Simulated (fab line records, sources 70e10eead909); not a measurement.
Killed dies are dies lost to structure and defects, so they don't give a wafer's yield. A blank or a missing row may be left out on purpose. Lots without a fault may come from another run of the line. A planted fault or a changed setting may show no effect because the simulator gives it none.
Chamber matching | flow nand_harc | NHARC_P_M2_PRE_CLEAN_32 on pecvd-01: 3 sister chambers
The step time 12 s. 3 wafers are shown with their chamber, then 8 later ones without.

WAFERS WITH THEIR CHAMBER
wafer  | chamber | heater_power_w (W)
L089.1 | 2       | 674
L089.2 | 1       | 647
L088.2 | 0       | 701

WAFERS WITHOUT THEIR CHAMBER
wafer  | heater_power_w (W)
L088.3 | 696
L088.5 | 698
L090.3 | 702
L090.5 | 632
L090.6 | 709
L094.1 | 564
L094.3 | 757
L094.4 | 649

WHICH CHAMBER EACH WENT THROUGH
wafer  | from the rows above          | in truth
L088.3 | can't be placed: 0 or 2 or 1 | 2
L088.5 | can't be placed: 0 or 2 or 1 | 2
L090.3 | can't be placed: 0 or 2 or 1 | 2
L090.5 | can't be placed: 1 or 2 or 0 | 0
L090.6 | can't be placed: 0 or 2 or 1 | 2
L094.1 | can't be placed: 1 or 2 or 0 | 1
L094.3 | can't be placed: 0 or 2 or 1 | 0
L094.4 | can't be placed: 1 or 2 or 0 | 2
Placed correctly: 0 of 8. Can't be placed from these rows: 8 (the true chamber is among the candidates in 8). Placed wrongly: 0.
How it was worked out, from the rows above alone: a wafer's distance from a chamber is the root of the sum, over the readings, of the square of ((its reading less the chamber's mean) divided by the reading's scatter). The wafer belongs to the nearest chamber; if the next one is less than 2 further off, it can't be placed. A chamber's mean is the mean of its shown wafers. The scatter: with one shown wafer a chamber, the root of the mean of the squares of how far each hidden wafer lies from its nearest shown one.
